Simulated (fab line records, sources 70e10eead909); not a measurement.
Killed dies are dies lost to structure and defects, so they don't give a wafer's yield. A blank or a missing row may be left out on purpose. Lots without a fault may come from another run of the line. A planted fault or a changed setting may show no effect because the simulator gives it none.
fab line records | flow nand_harc
record lots=7 wafers=21 last_day=33
route steps=1302 shown A_CHANNEL_HOLE_D1@455 END@1302
lots that met no fault: from a run of the same line without faults
start_h: hours from the record's first day to the start of the lot's first wafer shown | wait_h: hours since the lot's step before | " the same as in the row above | L1.1+2: a row that stands for several wafers | - no value, or no start given | * or withheld: withheld | < > ~ a bound
route shown NAME@n: a module of which the file shows steps, and the number in the route of the first | usual: mean/standard deviation of fault-free wafers | same: alike in all rows | chamber/n: place in a boat | sites: the reading at each site | _std_site: their standard deviation | _edge_site: outer sites' mean less inner sites' | radius_mm: how far each site lies from the wafer's centre | mask NAME#n: copy n | behind: the tool/chamber that last shaped the wafer | hold: why the lot was held/for how many hours/how that ended | device: the transistor (n, p or np) that didn't switch | end of line: the same wafers' tests at the end of the route | a step without rows: its recipe alone | killed: dies lost to structure and defects at the first sort, not the wafer's yield | map: a wafer's dies, x killed, . not, _ none there
set.NAME: the setting as run; set.NAME@STEP: as run at that earlier step | model.NAME: the simulator's own value behind a step, which no gauge read
lots at some steps of the route; a table a step, a row a wafer
services: from which hour (start_h, from the record's first day; less than 0 if before it) a tool's chamber was out of use, for how many hours, and why
## steps
# step NHARC_A_CHANNEL_HOLE_D1_COAT_37
# recipe temp_c=225 time_s=65
# step NHARC_A_CHANNEL_HOLE_D1_COAT_04
# recipe spin_rpm=1500 resist_thk_nm=90
# step NHARC_A_CHANNEL_HOLE_D1_SOFTBAKE_05
# recipe temp_c=105 time_s=55
# step NHARC_A_CHANNEL_HOLE_D1_EBR_06
# step NHARC_A_CHANNEL_HOLE_D1_EXPOSE_07
# recipe na=1.35 target_cd_nm=100 sigma_outer=0.3 dose_mj=59.65 mask_id=HOLE_D1
# step NHARC_A_CHANNEL_HOLE_D1_PEB_08
# recipe peb_temp_c=100 peb_time_s=65
# step NHARC_A_CHANNEL_HOLE_D1_DEVELOP_09
# recipe develop_time_s=35 dev_temp_c=23
# step NHARC_A_CHANNEL_HOLE_D1_CD_MEAS_10
# recipe target_cd_nm=100 landing_energy_ev=500
# usual cd_nm=99.6/0.5
# columns lot.wafer tool chamber start_h wait_h cd_nm
L801.1 cd_sem-01 0 197.22 - 99.8
L801.3 " 0 " " 99.5
L801.5 " 0 " " 98.7
L805.1 cd_sem-01 0 222.86 - 99.0
L805.3 " 0 " " 99.2
L805.4 " 0 " " 99.3
L813.1 cd_sem-01 0 328.26 - 99.0
L813.2 " 0 " " 99.3
L813.4 " 0 " " 99.6
L814.2 cd_sem-01 0 329.71 - 99.3
L814.4 " 0 " " 99.2
L814.6 " 0 " " 99.8
L816.2 cd_sem-01 0 342.29 - 99.1
L816.3 " 0 " " 99.1
L816.5 " 0 " " 99.2
L821.3 cd_sem-03 0 390.48 - 100.0
L821.4 " 0 " " 99.7
L821.5 " 0 " " 99.9
L823.1 cd_sem-02 0 407.89 - 100.0
L823.2 " 0 " " 100.5
L823.5 " 0 " " 100.3
# step NHARC_A_CHANNEL_HOLE_D1_OVL_MEAS_11
# usual overlay_x_nm=0.0/0.53 overlay_y_nm=-0.1/0.82
# columns lot.wafer tool chamber start_h wait_h overlay_x_nm overlay_y_nm
L801.1 overlay-01 - 197.31 - 0.5 -0.2
L801.3 " - " " 0.6 0.1
L801.5 " - " " 0.3 -0.1
L805.1 overlay-02 - 222.95 - 0.0 -0.4
L805.3 " - " " -0.1 -0.5
L805.4 " - " " 0.1 -0.5
L813.1 overlay-01 - 328.35 - 0.1 0.8
L813.2 " - " " 0.6 0.2
L813.4 " - " " 0.1 0.8
L814.2 overlay-01 - 329.79 - -0.1 -1.3
L814.4 " - " " -0.1 -1.5
L814.6 " - " " 0.1 -0.7
L816.2 overlay-01 - 342.38 - -0.1 -0.4
L816.3 " - " " -0.4 -0.4
L816.5 " - " " 0.0 0.2
L821.3 overlay-01 - 390.57 - -0.8 -0.9
L821.4 " - " " -0.4 -1.0
L821.5 " - " " 0.0 -0.7
L823.1 overlay-02 - 407.98 - 0.5 -0.5
L823.2 " - " " 0.6 -1.0
L823.5 " - " " 0.5 -0.8
# step NHARC_A_CHANNEL_HOLE_D1_INSPECT_12
# usual raw_defect_count=5/2.2
# columns lot.wafer tool chamber start_h wait_h raw_defect_count
L801.1 defect_inspect-02 - 197.34 0.0 3
L801.3 " - " " 7
L801.5 " - " " 8
L805.1 defect_inspect-02 - 222.99 0.0 6
L805.3 " - " " 4
L805.4 " - " " 7
L813.1 defect_inspect-01 - 328.38 0.0 4
L813.2 " - " " 7
L813.4 " - " " 7
L814.2 defect_inspect-01 - 329.83 0.0 3
L814.4 " - " " 2
L814.6 " - " " 4
L816.2 defect_inspect-01 - 342.42 0.0 2
L816.3 " - " " 4
L816.5 " - " " 3
L821.3 defect_inspect-02 - 390.60 0.0 9
L821.4 " - " " 7
L821.5 " - " " 5
L823.1 defect_inspect-02 - 408.01 0.0 1
L823.2 " - " " 2
L823.5 " - " " 5
# step NHARC_A_CHANNEL_HOLE_D1_DESCUM_15
# recipe time_s=3 o2_flow_sccm=200 ar_flow_sccm=0 bias_power_w=0 chemistry=O2
# usual drypump_motor_current_A=5.6/0.54 mfc_ar_sccm=0.010/0.012 o2_flow_sccm=200.0/0.62 oes_product_au=1.002/0.0095 rf_vpp_V=57.8/0.83 showerhead_plenum_p_Torr=1.92/0.085 throttle_valve_pct=11.310/0.0085
# same bias_power_w=0
# columns lot.wafer tool chamber start_h wait_h drypump_motor_current_A mfc_ar_sccm o2_flow_sccm oes_product_au rf_hours_counter_h rf_vpp_V showerhead_plenum_p_Torr throttle_valve_pct
L801.3 rie_diel-07 1 197.42 0.1 5.3 0 200.3 0.978 5 58.4 1.80 11.296
L801.1 " 2 " " 4.8 0.026 200.1 1.005 3 57.9 1.98 11.309
L801.5 " 0 " " 5.5 0.000 199.4 1.001 - 56.8 1.94 11.310
L805.3 rie_diel-07 3 223.05 0.1 5.7 0.014 199.8 1.003 8 57.0 1.97 11.312
L805.1 " 1 " " 5.3 0 199.3 0.998 7 59.5 1.80 11.317
L805.4 " 2 " " 4.8 0.026 199.8 1.020 6 58.7 1.98 11.314
L813.1 rie_diel-07 2 328.44 0.1 4.8 0.026 199.7 1.014 1 57.8 1.98 11.309
L813.4 " 3 " " 5.7 0.014 200.1 1.008 1 57.3 1.97 11.303
L813.2 " 0 " " 5.5 0.000 199.8 0.998 1 57.4 1.94 11.308
L814.4 rie_diel-07 1 329.89 0.1 5.3 0 200.0 1.010 1 57.9 1.80 11.309
L814.2 " 0 " " 5.5 0.000 200.0 1.006 2 57.4 1.94 11.313
L814.6 " 1 " " 5.3 0 201.8 1.007 - 57.4 1.80 11.321
L816.3 rie_diel-07 0 342.48 0.1 5.5 0.000 200.0 0.988 3 58.1 1.94 11.303
L816.2 " 1 " " 5.3 0 199.8 1.002 3 58.4 1.79 11.307
L816.5 " 0 " " 5.5 0.000 200.7 0.993 - 57.6 1.94 11.307
L821.3 rie_diel-10 0 390.69 0.1 5.5 0.016 199.9 1.021 51 58.9 1.98 11.320
L821.5 " 3 " " 6.8 0.036 198.6 0.994 - 57.6 1.99 11.312
L821.4 " 0 " " 5.4 0.016 200.1 1.005 - 56.7 1.98 11.316
L823.1 rie_diel-11 3 408.07 0.1 6.3 0 199.8 0.986 42 57.8 1.82 11.316
L823.2 " 0 " " 5.4 0 200.5 1.003 40 57.9 2.03 11.299
L823.5 " 0 " " 5.4 0 200.0 1.005 - 57.9 2.03 11.311
# step NHARC_A_CHANNEL_HOLE_D1_ETCH_38
# recipe target_depth_a=390 over_etch_frac=0.3 time_s=65 ion_energy_ev=80 cf4_flow_sccm=150 ar_flow_sccm=0 rf_w=300 bias_w=100 chemistry=CF4
# usual drypump_motor_current_A=5.5/0.54 mfc_ar_sccm=0.009/0.012 oes_product_au=1.000/0.0097 rf_fwd_power_W=297.2/1 rf_vpp_V=151.1/1.2 showerhead_plenum_p_Torr=1.76/0.076 throttle_valve_pct=13.284/0.0091
# same over_etch_frac=0.3
# columns lot.wafer tool chamber start_h wait_h drypump_motor_current_A mfc_ar_sccm oes_product_au rf_fwd_power_W rf_hours_counter_h rf_vpp_V showerhead_plenum_p_Torr throttle_valve_pct
L801.3 rie_diel-07 3 197.50 0.1 5.7 0.014 0.991 296.7 6 151.4 1.82 13.281
L801.1 " 0 " " 5.5 0.000 0.991 298.6 5 151.2 1.79 13.289
L801.5 " 1 " " 5.3 0 0.993 298.0 - 150.5 1.67 13.274
L805.1 rie_diel-07 0 223.13 0.1 5.5 0.000 1.010 296.9 7 152.2 1.79 13.296
L805.3 " 1 " " 5.3 0 1.004 295.8 7 148.7 1.67 13.283
L805.4 " 3 " " 5.7 0.014 1.007 298.4 8 151.6 1.82 13.283
L813.4 rie_diel-07 1 328.53 0.1 5.3 0 1.006 296.5 1 150.0 1.67 13.303
L813.2 " 2 " " 4.8 0.026 1.017 296.6 1 152.4 1.83 13.280
L813.1 " 3 " " 5.7 0.014 1.018 297.7 1 152.9 1.82 13.276
L814.2 rie_diel-07 2 329.98 0.1 4.8 0.026 1.008 297.0 1 151.6 1.83 13.287
L814.4 " 0 " " 5.5 0.000 0.990 298.1 2 150.9 1.79 13.293
L814.6 " 1 " " 5.3 0 1.001 297.0 - 150.8 1.67 13.275
L816.3 rie_diel-07 0 342.57 0.1 5.5 0.000 0.988 296.8 3 152.7 1.79 13.290
L816.2 " 2 " " 4.8 0.026 0.998 296.5 3 151.3 1.83 13.292
L816.5 " 3 " " 5.7 0.014 1.005 297.8 - 152.7 1.82 13.287
L821.3 rie_diel-10 0 390.77 0.1 5.5 0.016 1.009 297.2 51 151.2 1.83 13.279
L821.5 " 0 " " 5.5 0.016 1.013 297.4 - 152.1 1.83 13.278
L821.4 " 3 " " 6.8 0.036 1.004 296.7 - 153.0 1.84 13.273
L823.2 rie_diel-11 2 408.28 0.2 6.0 0 1.006 298.1 46 150.2 1.64 13.286
L823.1 " 0 " " 5.3 0 0.987 297.1 40 154.0 1.87 13.276
L823.5 " 1 " " 5.4 0.008 1.004 298.8 - 153.0 1.81 13.276
# step NHARC_A_CHANNEL_HOLE_D1_ETCH_39
# recipe target_depth_a=2600 over_etch_frac=0.3 time_s=325 ion_energy_ev=200 n2_flow_sccm=150 h2_flow_sccm=150 ar_flow_sccm=0 rf_w=400 bias_w=150 chemistry=N2/H2
# usual drypump_motor_current_A=5.5/0.54 mfc_ar_sccm=0.010/0.012 oes_product_au=1.002/0.0092 rf_fwd_power_W=399.3/1.3 rf_vpp_V=430.4/2.8 showerhead_plenum_p_Torr=2.04/0.098 throttle_valve_pct=14.171/0.0085
# same over_etch_frac=0.3
# columns lot.wafer tool chamber start_h wait_h drypump_motor_current_A mfc_ar_sccm oes_product_au rf_fwd_power_W rf_hours_counter_h rf_vpp_V showerhead_plenum_p_Torr throttle_valve_pct
L801.3 rie_diel-07 2 197.63 - 4.8 0.026 1.003 400.6 3 432.8 2.12 14.191
L801.1 " 3 " " 5.7 0.014 0.988 399.4 6 434.6 2.11 14.178
L801.5 " 0 " " 5.5 0.000 0.990 398.2 - 432.6 2.07 14.179
L805.4 rie_diel-07 1 223.23 - 5.3 0 0.997 400.8 7 427.0 1.91 14.157
L805.3 " 2 " " 4.8 0.026 1.006 397.1 6 433.6 2.12 14.183
L805.1 " 0 " " 5.5 0.000 1.011 399.3 7 431.0 2.07 14.172
L813.2 rie_diel-07 3 328.62 - 5.7 0.014 0.813 398.6 1 431.6 2.10 14.159
L813.4 " 0 " " 5.5 0.000 0.797 400.5 1 431.2 2.07 14.186
L813.1 " 2 " " 4.8 0.026 0.818 398.5 1 432.6 2.11 14.173
L814.4 rie_diel-07 3 330.12 - 5.7 0.014 0.814 400.0 2 433.4 2.10 14.166
L814.2 " 0 " " 5.5 0.000 0.800 399.7 2 432.3 2.07 14.179
L814.6 " 1 " " 5.3 0 0.812 400.7 - 427.6 1.91 14.157
L816.2 rie_diel-07 0 342.65 - 5.5 0.000 0.808 398.1 3 431.3 2.07 14.171
L816.3 " 3 " " 5.7 0.014 0.816 399.8 3 432.0 2.10 14.160
L816.5 " 1 " " 5.3 0 0.809 397.4 - 426.0 1.91 14.184
L821.3 rie_diel-10 3 390.87 - 6.8 0.036 0.990 399.8 51 434.1 2.13 14.157
L821.5 " 0 " " 5.5 0.016 1.012 400.0 - 431.1 2.11 14.174
L821.4 " 2 " " 5.1 0 0.992 398.9 - 423.5 1.89 14.164
L823.1 rie_diel-11 3 408.41 - 6.2 0 0.987 397.1 42 428.2 1.93 14.159
L823.2 " 0 " " 5.4 0 1.005 398.6 40 434.8 2.17 14.162
L823.5 " 2 " " 6.0 0 0.995 400.9 - 425.2 1.88 14.168
# step NHARC_A_CHANNEL_HOLE_D1_ETCH_34
# recipe target_depth_a=1540 time_s=77 cf4_flow_sccm=100 chf3_flow_sccm=30 ar_flow_sccm=0 rf_w=500 bias_w=200 chemistry=CF4/CHF3
# usual drypump_motor_current_A=5.5/0.55 mfc_ar_sccm=0.010/0.012 oes_product_au=0.947/0.023 rf_fwd_power_W=496.2/1.5 rf_vpp_V=370.9/2.4 showerhead_plenum_p_Torr=1.58/0.068 throttle_valve_pct=16.802/0.0086
# columns lot.wafer tool chamber start_h wait_h drypump_motor_current_A mfc_ar_sccm oes_product_au rf_fwd_power_W rf_hours_counter_h rf_vpp_V showerhead_plenum_p_Torr throttle_valve_pct
L801.1 rie_diel-07 2 - - 4.8 0.026 0.933 498.1 3 372.3 1.63 16.813
L801.3 " 0 " " 5.5 0.000 0.917 497.7 5 371.5 1.60 16.789
L801.5 " 1 " " 5.3 0 0.928 495.9 - 367.3 1.48 16.815
L805.3 rie_diel-07 0 - - 5.5 0.000 0.929 495.8 7 371.8 1.60 16.811
L805.1 " 1 " " 5.3 0 0.920 496.1 7 366.3 1.48 16.794
L805.4 " 2 " " 4.8 0.026 0.995 493.2 6 373.5 1.63 16.799
L813.2 rie_diel-07 2 - - 4.8 0.026 0.935 498.7 1 372.7 1.63 16.808
L813.1 " 3 " " 5.7 0.014 0.923 498.8 1 373.8 1.62 16.799
L813.4 " 0 " " 5.5 0.000 0.915 494.4 1 372.0 1.59 16.806
L814.2 rie_diel-07 2 - - 4.8 0.026 0.959 496.9 2 373.2 1.63 16.791
L814.4 " 1 " " 5.3 0 0.956 495.5 2 367.5 1.48 16.809
L814.6 " 2 " " 4.8 0.026 0.955 494.5 - 373.7 1.63 16.816
L816.2 rie_diel-07 1 - - 5.3 0 0.982 495.5 3 366.0 1.48 16.797
L816.3 " 3 " " 5.7 0.014 0.978 497.7 3 370.4 1.62 16.797
L816.5 " 1 " " 5.3 0 0.990 496.7 - 367.5 1.48 16.807
L821.3 rie_diel-10 3 - - 6.8 0.036 0.966 492.4 51 371.0 1.63 16.801
L821.5 " 0 " " 5.5 0.016 0.977 497.4 - 372.0 1.63 16.808
L821.4 " 2 " " 5.1 0 0.971 497.6 - 366.2 1.46 16.805
L823.2 rie_diel-11 0 - - 5.4 0 0.948 496.1 40 373.1 1.66 16.809
L823.1 " 1 " " 5.4 0.008 0.963 496.5 44 372.1 1.61 16.790
L823.5 " 1 " " 5.4 0.008 0.961 496.6 - 371.0 1.61 16.798
# step NHARC_END_SORT_01
# recipe temp_c=25
# usual killed_at_array=55/12 killed_at_other=1.0/1.2 killed_at_periphery=3.9/2.6 killed_dies=60/12 killed_open=3.3/1.9 killed_short=2.5/1.8
# same gross_dies=677
# columns lot.wafer tool chamber start_h wait_h hold killed_at_array killed_at_other killed_at_periphery killed_dies killed_open killed_short
L801.1 prober-01 0 575.42 2.5 - 61 3 2 66 4 1
L801.3 prober-01 0 577.04 3.1 - 69 0 0 69 3 3
L801.5 prober-01 0 578.65 3.7 - 69 2 1 72 3 1
L805.1 prober-02 0 600.67 2.4 - 51 2 3 56 3 1
L805.3 prober-02 0 602.28 3.1 - 46 0 6 52 6 1
L805.4 prober-02 0 603.09 3.4 - 33 0 5 38 3 2
L816.2 prober-02 0 706.45 2.8 await_dispo/2.5h/scrap 670 1 4 675 1 4
L816.3 prober-02 0 707.25 3.1 await_dispo/2.5h/scrap 675 0 2 677 3 0
L816.5 prober-02 0 708.84 3.7 await_dispo/2.5h/scrap 673 0 1 674 2 2
L814.2 prober-01 0 706.49 2.8 await_dispo/1.6h/scrap 675 0 2 677 2 1
L814.4 prober-01 0 708.10 3.4 await_dispo/1.6h/scrap 672 3 2 677 3 4
L814.6 prober-01 0 709.70 4.0 await_dispo/1.6h/scrap 671 1 2 674 6 1
L813.1 prober-02 0 714.49 2.5 await_dispo/2.4h/scrap 676 0 1 677 6 2
L813.2 prober-02 0 715.29 2.8 await_dispo/2.4h/scrap 676 0 1 677 3 1
L813.4 prober-02 0 716.90 3.4 await_dispo/2.4h/scrap 677 0 0 677 4 1
L821.3 prober-02 0 768.55 3.1 - 46 0 5 51 0 2
L821.4 prober-02 0 769.34 3.4 - 56 0 2 58 7 2
L821.5 prober-02 0 770.13 3.7 - 51 1 2 54 4 6
L823.1 prober-01 0 776.85 2.5 - 55 0 4 59 2 1
L823.2 prober-01 0 777.65 2.8 - 55 0 4 59 2 3
L823.5 prober-01 0 780.06 3.7 - 76 0 6 82 4 1
# killed by level:class
L801.1 A_CHANNEL_HOLE_D2:chamber_film_flake=23 A_SLIT:chamber_film_flake=23 A_CONTACT:chamber_film_flake=7 A_STAIRCASE:chamber_film_flake=3 A_M0:geometric_particle:open=2 A_CHANNEL_HOLE_D1:chamber_film_flake=2 THIN_TSV:chamber_film_flake=2 P_CONTACT:geometric_particle:short=1
L801.3 A_CHANNEL_HOLE_D2:chamber_film_flake=28 A_SLIT:chamber_film_flake=23 A_CONTACT:chamber_film_flake=6 A_STAIRCASE:chamber_film_flake=3 A_BLC:geometric_particle:open=2 A_CHANNEL_FILL_D1:geometric_particle:short=1 A_SLIT:geometric_particle:open=1 A_WL_FILL:geometric_particle:short=1
L801.5 A_CHANNEL_HOLE_D2:chamber_film_flake=31 A_SLIT:chamber_film_flake=23 A_STAIRCASE:chamber_film_flake=7 A_CONTACT:chamber_film_flake=3 THIN_TSV:chamber_film_flake=2 P_M0:geometric_particle:open=1 A_CHANNEL_HOLE_D1:geometric_particle:open=1 A_DECK1_JOINT:geometric_particle:short=1
L805.1 A_CHANNEL_HOLE_D2:chamber_film_flake=28 A_CHANNEL_HOLE_D1:chamber_film_flake=5 A_STAIRCASE:chamber_film_flake=5 A_CONTACT:chamber_film_flake=4 P_STI:chamber_film_flake=2 A_CHANNEL_FILL_D2:chamber_film_flake=2 THIN_TSV:chamber_film_flake=2 P_CONTACT:geometric_particle:open=1
L805.3 A_CHANNEL_HOLE_D2:chamber_film_flake=26 A_STAIRCASE:chamber_film_flake=6 A_CONTACT:chamber_film_flake=4 P_M1:geometric_particle:open=3 P_GATE:chamber_film_flake=2 A_DECK1_JOINT:chamber_film_flake=2 P_M0:geometric_particle:open=1 A_CHANNEL_HOLE_D1:geometric_particle:open=1
L805.4 A_CHANNEL_HOLE_D2:chamber_film_flake=21 A_CHANNEL_HOLE_D1:chamber_film_flake=4 P_GATE:chamber_film_flake=3 A_STAIRCASE:chamber_film_flake=2 A_CONTACT:chamber_film_flake=2 P_CONTACT:geometric_particle:open=1 P_M1:geometric_particle:short=1 A_CHANNEL_FILL_D1:geometric_particle:open=1
L816.2 A_CHANNEL_HOLE_D1:area_etch=612 A_SLIT:chamber_film_flake=26 A_CHANNEL_HOLE_D2:chamber_film_flake=19 A_CHANNEL_HOLE_D1:chamber_film_flake=6 A_CONTACT:chamber_film_flake=3 P_GATE:geometric_particle:open=1 P_M1:geometric_particle:short=1 A_CHANNEL_HOLE_D1:geometric_particle:short=1
L814.2 A_CHANNEL_HOLE_D1:area_etch=626 A_CHANNEL_HOLE_D2:chamber_film_flake=19 A_CHANNEL_HOLE_D1:chamber_film_flake=9 A_CONTACT:chamber_film_flake=8 A_SLIT:chamber_film_flake=6 A_STAIRCASE:chamber_film_flake=3 P_M0:geometric_particle:open=2 A_CHANNEL_FILL_D2:chamber_film_flake=2
L816.3 A_CHANNEL_HOLE_D1:area_etch=623 A_SLIT:chamber_film_flake=24 A_CHANNEL_HOLE_D2:chamber_film_flake=17 A_CHANNEL_HOLE_D1:chamber_film_flake=4 A_CONTACT:chamber_film_flake=3 A_CHANNEL_FILL_D1:geometric_particle:open=2 A_M0:geometric_particle:open=1 P_GATE:chamber_film_flake=1
L814.4 A_CHANNEL_HOLE_D1:area_etch=627 A_CHANNEL_HOLE_D2:chamber_film_flake=22 A_CHANNEL_HOLE_D1:chamber_film_flake=6 A_CONTACT:chamber_film_flake=5 A_M0:geometric_particle:open=2 THIN_TSV:chamber_film_flake=2 A_STAIRCASE:chamber_film_flake=2 A_SLIT:chamber_film_flake=2
L816.5 A_CHANNEL_HOLE_D1:area_etch=623 A_SLIT:chamber_film_flake=25 A_CHANNEL_HOLE_D2:chamber_film_flake=15 A_CHANNEL_HOLE_D1:chamber_film_flake=2 A_CONTACT:chamber_film_flake=2 A_ONON_D2:geometric_particle:short=1 A_WL_FILL:geometric_particle:open=1 A_CONTACT:geometric_particle:short=1
L814.6 A_CHANNEL_HOLE_D1:area_etch=637 A_CHANNEL_HOLE_D2:chamber_film_flake=16 A_CHANNEL_HOLE_D1:chamber_film_flake=5 A_CONTACT:chamber_film_flake=4 A_SLIT:chamber_film_flake=3 A_DECK1_JOINT:geometric_particle:open=2 P_CONTACT:geometric_particle:open=1 A_CHANNEL_HOLE_D1:geometric_particle:open=1
L813.1 A_CHANNEL_HOLE_D1:area_etch=620 A_CHANNEL_HOLE_D1:chamber_film_flake=27 A_CHANNEL_HOLE_D2:chamber_film_flake=16 A_CONTACT:chamber_film_flake=2 A_SLIT:chamber_film_flake=2 A_SOURCE_PLATE:geometric_particle:open=1 A_ONON_D2:geometric_particle:short=1 A_ONON_D2:geometric_particle:open=1
L813.2 A_CHANNEL_HOLE_D1:area_etch=608 A_CHANNEL_HOLE_D1:chamber_film_flake=33 A_CHANNEL_HOLE_D2:chamber_film_flake=23 A_SLIT:chamber_film_flake=3 A_M1:geometric_particle:open=2 A_CHANNEL_FILL_D2:chamber_film_flake=2 A_STAIRCASE:chamber_film_flake=2 P_M0:geometric_particle:open=1
L813.4 A_CHANNEL_HOLE_D1:area_etch=614 A_CHANNEL_HOLE_D1:chamber_film_flake=29 A_CHANNEL_HOLE_D2:chamber_film_flake=25 A_ONON_D1:geometric_particle:open=2 A_STAIRCASE:chamber_film_flake=2 A_CHANNEL_FILL_D1:geometric_particle:short=1 A_CHANNEL_FILL_D1:geometric_particle:open=1 A_WL_FILL:geometric_particle:open=1
L821.3 A_CHANNEL_HOLE_D2:chamber_film_flake=27 A_SLIT:chamber_film_flake=8 A_CONTACT:chamber_film_flake=6 A_ZERO_WELL:chamber_film_flake=2 P_GATE:geometric_particle:short=1 P_M0:geometric_particle:short=1 P_ZERO_WELL:chamber_film_flake=1 P_STI:chamber_film_flake=1
L821.4 A_CHANNEL_HOLE_D2:chamber_film_flake=25 A_SLIT:chamber_film_flake=9 A_CONTACT:chamber_film_flake=5 A_ZERO_WELL:chamber_film_flake=3 A_STAIRCASE:chamber_film_flake=3 A_ONON_D1:geometric_particle:open=2 A_CHANNEL_HOLE_D1:unspecified=2 P_CONTACT:geometric_particle:open=1
L821.5 A_CHANNEL_HOLE_D2:chamber_film_flake=27 A_SLIT:chamber_film_flake=7 A_CONTACT:chamber_film_flake=5 A_STAIRCASE:chamber_film_flake=3 A_WL_FILL:geometric_particle:short=2 P_M0:geometric_particle:open=1 P_M0:geometric_particle:short=1 A_ONON_D1:geometric_particle:short=1
L823.1 A_SLIT:chamber_film_flake=30 A_CHANNEL_HOLE_D1:chamber_film_flake=10 A_CONTACT:chamber_film_flake=7 A_STAIRCASE:chamber_film_flake=4 P_M0:chamber_film_flake=3 A_CHANNEL_FILL_D2:geometric_particle:open=1 A_CHANNEL_FILL_D2:geometric_particle:short=1 A_M0:geometric_particle:open=1
L823.2 A_SLIT:chamber_film_flake=23 A_CHANNEL_HOLE_D1:chamber_film_flake=15 A_STAIRCASE:chamber_film_flake=8 A_CHANNEL_FILL_D2:geometric_particle:short=2 P_M0:chamber_film_flake=2 A_CHANNEL_FILL_D1:chamber_film_flake=2 P_M0:geometric_particle:short=1 A_ONON_D2:geometric_particle:open=1
L823.5 A_SLIT:chamber_film_flake=38 A_CHANNEL_HOLE_D1:chamber_film_flake=20 P_M0:chamber_film_flake=4 A_STAIRCASE:chamber_film_flake=4 A_CONTACT:chamber_film_flake=4 A_CHANNEL_FILL_D1:chamber_film_flake=3 A_ONON_D1:geometric_particle:open=1 A_CHANNEL_FILL_D2:geometric_particle:short=1
# map L813.1 (x killed, . not)
____________x____________
_________xxxxxxx_________
_______xxxxxxxxxxx_______
______xxxxxxxxxxxxx______
_____xxxxxxxxxxxxxxx_____
____xxxxxxxxxxxxxxxxx____
____xxxxxxxxxxxxxxxxx____
___xxxxxxxxxxxxxxxxxxx___
___xxxxxxxxxxxxxxxxxxx___
__xxxxxxxxxxxxxxxxxxxxx__
__xxxxxxxxxxxxxxxxxxxxx__
_xxxxxxxxxxxxxxxxxxxxxxx_
_xxxxxxxxxxxxxxxxxxxxxxx_
_xxxxxxxxxxxxxxxxxxxxxxx_
_xxxxxxxxxxxxxxxxxxxxxxx_
_xxxxxxxxxxxxxxxxxxxxxxx_
xxxxxxxxxxxxxxxxxxxxxxxxx
xxxxxxxxxxxxxxxxxxxxxxxxx
xxxxxxxxxxxxxxxxxxxxxxxxx
xxxxxxxxxxxxxxxxxxxxxxxxx
xxxxxxxxxxxxxxxxxxxxxxxxx
_xxxxxxxxxxxxxxxxxxxxxxx_
_xxxxxxxxxxxxxxxxxxxxxxx_
_xxxxxxxxxxxxxxxxxxxxxxx_
_xxxxxxxxxxxxxxxxxxxxxxx_
_xxxxxxxxxxxxxxxxxxxxxxx_
__xxxxxxxxxxxxxxxxxxxxx__
__xxxxxxxxxxxxxxxxxxxxx__
___xxxxxxxxxxxxxxxxxxx___
___xxxxxxxxxxxxxxxxxxx___
____xxxxxxxxxxxxxxxxx____
____xxxxxxxxxxxxxxxxx____
_____xxxxxxxxxxxxxxx_____
______xxxxxxxxxxxxx______
_______xxxxxxxxxxx_______
_________xxxxxxx_________
____________x____________
# map L814.2 (x killed, . not)
____________x____________
_________xxxxxxx_________
_______xxxxxxxxxxx_______
______xxxxxxxxxxxxx______
_____xxxxxxxxxxxxxxx_____
____xxxxxxxxxxxxxxxxx____
____xxxxxxxxxxxxxxxxx____
___xxxxxxxxxxxxxxxxxxx___
___xxxxxxxxxxxxxxxxxxx___
__xxxxxxxxxxxxxxxxxxxxx__
__xxxxxxxxxxxxxxxxxxxxx__
_xxxxxxxxxxxxxxxxxxxxxxx_
_xxxxxxxxxxxxxxxxxxxxxxx_
_xxxxxxxxxxxxxxxxxxxxxxx_
_xxxxxxxxxxxxxxxxxxxxxxx_
_xxxxxxxxxxxxxxxxxxxxxxx_
xxxxxxxxxxxxxxxxxxxxxxxxx
xxxxxxxxxxxxxxxxxxxxxxxxx
xxxxxxxxxxxxxxxxxxxxxxxxx
xxxxxxxxxxxxxxxxxxxxxxxxx
xxxxxxxxxxxxxxxxxxxxxxxxx
_xxxxxxxxxxxxxxxxxxxxxxx_
_xxxxxxxxxxxxxxxxxxxxxxx_
_xxxxxxxxxxxxxxxxxxxxxxx_
_xxxxxxxxxxxxxxxxxxxxxxx_
_xxxxxxxxxxxxxxxxxxxxxxx_
__xxxxxxxxxxxxxxxxxxxxx__
__xxxxxxxxxxxxxxxxxxxxx__
___xxxxxxxxxxxxxxxxxxx___
___xxxxxxxxxxxxxxxxxxx___
____xxxxxxxxxxxxxxxxx____
____xxxxxxxxxxxxxxxxx____
_____xxxxxxxxxxxxxxx_____
______xxxxxxxxxxxxx______
_______xxxxxxxxxxx_______
_________xxxxxxx_________
____________x____________
## services
# columns tool chamber start_h hours kind
rie_diel-07 0 175.20 - clean
rie_diel-07 1 175.20 - clean
rie_diel-07 2 175.20 - clean
rie_diel-07 3 175.20 - clean
rie_diel-07 0 199.70 - clean
rie_diel-07 1 199.70 - clean
rie_diel-07 2 199.70 - clean
rie_diel-07 3 199.70 - clean
rie_diel-11 - 213.28 0.3 repair
rie_diel-07 0 224.43 - clean
rie_diel-07 1 224.43 - clean
rie_diel-07 2 224.43 - clean
rie_diel-07 3 224.43 - clean
rie_diel-07 0 235.14 9.8 repair
rie_diel-10 - 244.83 9.0 pm
rie_diel-07 0 248.95 - clean
rie_diel-07 1 248.95 - clean
rie_diel-11 - 257.42 9.0 pm
rie_diel-07 3 264.80 9.4 repair
rie_diel-07 3 276.96 22.8 repair
rie_diel-10 0 286.93 1.3 repair
rie_diel-07 - 294.20 9.0 pm
rie_diel-07 - 338.27 0.5 repair
rie_diel-10 1 384.00 18.2 repair
## key
first_sign step=NHARC_A_CHANNEL_HOLE_D1_ETCH_39 reading=oes_product_au direction=down sigmas=21 usual=1.002 struck=0.810
effect step=NHARC_END_SORT_01 reading=killed_at_array direction=up sigmas=52 usual=55 struck=674
more_kills_born_at NHARC_A_CHANNEL_HOLE_D1_ETCH_39@rie_diel-07=5590
met_at NHARC_A_CHANNEL_HOLE_D1_ETCH_39
struck_wafers L813.1,L813.2,L813.4,L814.2,L814.4,L814.6,L816.2,L816.3,L816.5
later_rows_left_out L813.1,L813.2,L813.4,L814.2,L814.4,L814.6,L816.2,L816.3,L816.5
tester_left_out L813,L814,L816
onset_between 223.23 328.62
fault kind=process_parameter_drift tool=rie_diel-07 chamber=- onset_h=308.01 steps=NHARC_A_CHANNEL_HOLE_D1_ETCH_39 channel=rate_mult offset=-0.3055 shape=step end_h=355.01
# tester_left_out: of these lots the tester's yield and bins aren't shown, on N5 and GAA mostly nor the transistor test; their killed dies are dies lost to structure and defects alone, not to doping, threshold or leakage, so they don't give the yield
# later_rows_left_out: the simulator's readings of these wafers behind a module that went badly wrong aren't trusted and aren't shown, but for the sort
